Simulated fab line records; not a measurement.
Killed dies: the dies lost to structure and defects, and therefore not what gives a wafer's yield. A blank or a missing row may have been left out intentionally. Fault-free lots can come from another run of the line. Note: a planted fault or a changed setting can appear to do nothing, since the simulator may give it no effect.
Split-lot experiment / flow n5-finfet / 21 wafers read from 7 lots, route of 1938 steps

== THE SPLIT ==
At N5_BEOL_M2_COAT_22 (resist thk 30 nm), the setting spin-rpm was moved away from the recipe's 1500 rpm on 9 of the 21 wafers read, by -11.0% to +8.5%. The other wafers ran this setting at the recipe's value.

== FROM THE SPLIT TO THE READING: what the file shows between them, 7 steps ==
- N5_BEOL_M2_EBR_24
- N5_BEOL_M2_SOFTBAKE_23: time 60 s
- N5_BEOL_M2_EXPOSE_25: exposes mask V1, defocus 5 nm
- N5_BEOL_M2_PEB_26: peb time 60 s
- N5_BEOL_M2_DEVELOP_27: develop time 30 s
- N5_BEOL_M2_DESCUM_33: chemistry O2, time 7 s
- N5_BEOL_M2_ETCH_77: etches underlayer in N2/H2, target depth 6.5 nm, time 5.2 s

== THE READING ==
CAR-EUV_of_BEOL_M2_COAT_22.thk-nm (the simulator's own value, which no gauge read), in nm, at N5_BEOL_M2_ETCH_69 (etches SiARC in CF4, target depth 15.6 nm, time 26 s). No usual value for it is given in the file. Across the 12 wafers here that went through the recipe, the average is 11.1 nm and the standard deviation 0.13 nm.

wafer=L080.1; tool, chamber at the split=litho-track-05, 0; spin-rpm as run, rpm=1439; against the recipe=-4.1%; CAR-EUV_of_BEOL_M2_COAT_22.thk-nm, nm=12; against lot-mates on the recipe=+0.9
wafer=L080.2; tool, chamber at the split=litho-track-05, 0; spin-rpm as run, rpm=1500; against the recipe=recipe; CAR-EUV_of_BEOL_M2_COAT_22.thk-nm, nm=11; against lot-mates on the recipe=-
wafer=L080.3; tool, chamber at the split=litho-track-05, 0; spin-rpm as run, rpm=1500; against the recipe=recipe; CAR-EUV_of_BEOL_M2_COAT_22.thk-nm, nm=11.2; against lot-mates on the recipe=-
wafer=L082.2; tool, chamber at the split=litho-track-05, 0; spin-rpm as run, rpm=1500; against the recipe=recipe; CAR-EUV_of_BEOL_M2_COAT_22.thk-nm, nm=11; against lot-mates on the recipe=-
wafer=L082.6; tool, chamber at the split=litho-track-05, 0; spin-rpm as run, rpm=1500; against the recipe=recipe; CAR-EUV_of_BEOL_M2_COAT_22.thk-nm, nm=11; against lot-mates on the recipe=-
wafer=L082.3; tool, chamber at the split=litho-track-05, 0; spin-rpm as run, rpm=1500; against the recipe=recipe; CAR-EUV_of_BEOL_M2_COAT_22.thk-nm, nm=11.2; against lot-mates on the recipe=-
wafer=L085.4; tool, chamber at the split=litho-track-01, 0; spin-rpm as run, rpm=1500; against the recipe=recipe; CAR-EUV_of_BEOL_M2_COAT_22.thk-nm, nm=11.2; against lot-mates on the recipe=-
wafer=L085.5; tool, chamber at the split=litho-track-01, 0; spin-rpm as run, rpm=1444; against the recipe=-3.7%; CAR-EUV_of_BEOL_M2_COAT_22.thk-nm, nm=11.8; against lot-mates on the recipe=+0.5
wafer=L085.6; tool, chamber at the split=litho-track-01, 0; spin-rpm as run, rpm=1500; against the recipe=recipe; CAR-EUV_of_BEOL_M2_COAT_22.thk-nm, nm=11.4; against lot-mates on the recipe=-
wafer=L088.1; tool, chamber at the split=litho-track-03, 0; spin-rpm as run, rpm=1362; against the recipe=-9.2%; CAR-EUV_of_BEOL_M2_COAT_22.thk-nm, nm=12.6; against lot-mates on the recipe=+1.6
wafer=L088.5; tool, chamber at the split=litho-track-03, 0; spin-rpm as run, rpm=1500; against the recipe=recipe; CAR-EUV_of_BEOL_M2_COAT_22.thk-nm, nm=11; against lot-mates on the recipe=-
wafer=L088.6; tool, chamber at the split=litho-track-03, 0; spin-rpm as run, rpm=1362; against the recipe=-9.2%; CAR-EUV_of_BEOL_M2_COAT_22.thk-nm, nm=12.4; against lot-mates on the recipe=+1.4
wafer=L094.1; tool, chamber at the split=litho-track-03, 0; spin-rpm as run, rpm=1500; against the recipe=recipe; CAR-EUV_of_BEOL_M2_COAT_22.thk-nm, nm=11.2; against lot-mates on the recipe=-
wafer=L094.2; tool, chamber at the split=litho-track-03, 0; spin-rpm as run, rpm=1335; against the recipe=-11.0%; CAR-EUV_of_BEOL_M2_COAT_22.thk-nm, nm=12.8; against lot-mates on the recipe=+1.6
wafer=L094.5; tool, chamber at the split=litho-track-03, 0; spin-rpm as run, rpm=1335; against the recipe=-11.0%; CAR-EUV_of_BEOL_M2_COAT_22.thk-nm, nm=12.8; against lot-mates on the recipe=+1.6
wafer=L096.3; tool, chamber at the split=litho-track-03, 0; spin-rpm as run, rpm=1628; against the recipe=+8.5%; CAR-EUV_of_BEOL_M2_COAT_22.thk-nm, nm=10; against lot-mates on the recipe=-1.2
wafer=L096.4; tool, chamber at the split=litho-track-03, 0; spin-rpm as run, rpm=1500; against the recipe=recipe; CAR-EUV_of_BEOL_M2_COAT_22.thk-nm, nm=11.2; against lot-mates on the recipe=-
wafer=L096.5; tool, chamber at the split=litho-track-03, 0; spin-rpm as run, rpm=1628; against the recipe=+8.5%; CAR-EUV_of_BEOL_M2_COAT_22.thk-nm, nm=9.8; against lot-mates on the recipe=-1.4
wafer=L097.3; tool, chamber at the split=litho-track-05, 0; spin-rpm as run, rpm=1500; against the recipe=recipe; CAR-EUV_of_BEOL_M2_COAT_22.thk-nm, nm=11; against lot-mates on the recipe=-
wafer=L097.4; tool, chamber at the split=litho-track-05, 0; spin-rpm as run, rpm=1500; against the recipe=recipe; CAR-EUV_of_BEOL_M2_COAT_22.thk-nm, nm=11; against lot-mates on the recipe=-
wafer=L097.6; tool, chamber at the split=litho-track-05, 0; spin-rpm as run, rpm=1365; against the recipe=-9.0%; CAR-EUV_of_BEOL_M2_COAT_22.thk-nm, nm=12.8; against lot-mates on the recipe=+1.8

THE FIT
A straight line over all 21 wafers: CAR-EUV_of_BEOL_M2_COAT_22.thk-nm changes by -0.154 nm for each +1% of spin-rpm; r = -0.99; the points scatter about the line by 0.14 nm.
The same after taking each lot's own level away (the mean of its wafers on the recipe; 21 wafers): -0.158 nm for each +1%; r = -0.99; scatter 0.14 nm.
That fit puts the effect of the largest move of spin-rpm on the reading at 1.7 nm.
The lots' own levels span 11.00 to 11.30 nm, that is 2.3 times the standard deviation above.
So the lot-to-lot level changes the slope little: the two slopes agree.
Check: with one of the wafers moved furthest among these (-11.0%) left out of the fit, the line predicts +1.8 nm for it against its lot-mates. Against them it came out at +1.6 nm.

== OTHER SPLITS ON THESE WAFERS ==
Other splits were also applied to these wafers ahead of the reading. Each is held against what the fit with the lots' levels taken away leaves over:
other split on the same wafers=N5_MOL_CONTACT_COAG_ETCH_105 bias-w; wafers away from the commonest value=7; r with CAR-EUV_of_BEOL_M2_COAT_22.thk-nm (lot level and that fit taken away)=+0.00
other split on the same wafers=N5_MOL_CONTACT_COAG_EXPOSE_81 dose-mj; wafers away from the commonest value=12; r with CAR-EUV_of_BEOL_M2_COAT_22.thk-nm (lot level and that fit taken away)=-0.19
other split on the same wafers=N5_MOL_CONTACT_COAG_ETCH_91 time-s; wafers away from the commonest value=6; r with CAR-EUV_of_BEOL_M2_COAT_22.thk-nm (lot level and that fit taken away)=-0.20
other split on the same wafers=N5_BEOL_M0_SAQP_DESCUM_19 time-s; wafers away from the commonest value=7; r with CAR-EUV_of_BEOL_M2_COAT_22.thk-nm (lot level and that fit taken away)=+0.26
other split on the same wafers=N5_BEOL_M0_SAQP_COAT_72 spin-rpm; wafers away from the commonest value=5; r with CAR-EUV_of_BEOL_M2_COAT_22.thk-nm (lot level and that fit taken away)=+0.16
other split on the same wafers=N5_BEOL_M0_SAQP_EXPOSE_37 dose-mj; wafers away from the commonest value=5; r with CAR-EUV_of_BEOL_M2_COAT_22.thk-nm (lot level and that fit taken away)=-0.12
other split on the same wafers=N5_BEOL_M1_ETCH_64 source-w; wafers away from the commonest value=9; r with CAR-EUV_of_BEOL_M2_COAT_22.thk-nm (lot level and that fit taken away)=-0.08

== THE WHOLE CHAIN: every reading that the file lists as answering this split, in the file's order ==
step=N5_BEOL_M2_COAT_22; what it does=resist thk 30 nm; reading=CAR-EUV_of_BEOL_M2_COAT_22.thk-nm (the simulator's own value, which no gauge read); change (the file's fit)=-0.163 nm for each +1% of the setting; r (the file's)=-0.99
step=N5_BEOL_M2_DEVELOP_27; what it does=develop time 30 s; reading=CAR-EUV_of_BEOL_M2_COAT_22.thk-nm (the simulator's own value, which no gauge read); change (the file's fit)=-0.155 nm for each +1% of the setting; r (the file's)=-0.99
step=N5_BEOL_M2_ETCH_69; what it does=etches SiARC in CF4, target depth 15.6 nm, time 26 s; reading=CAR-EUV_of_BEOL_M2_COAT_22.thk-nm (the simulator's own value, which no gauge read); change (the file's fit)=-0.165 nm for each +1% of the setting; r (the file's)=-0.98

== THE FILE'S OWN FIT ==
CAR-EUV_of_BEOL_M2_COAT_22.thk-nm changes by -0.165 nm for each +1% of spin-rpm, r = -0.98.
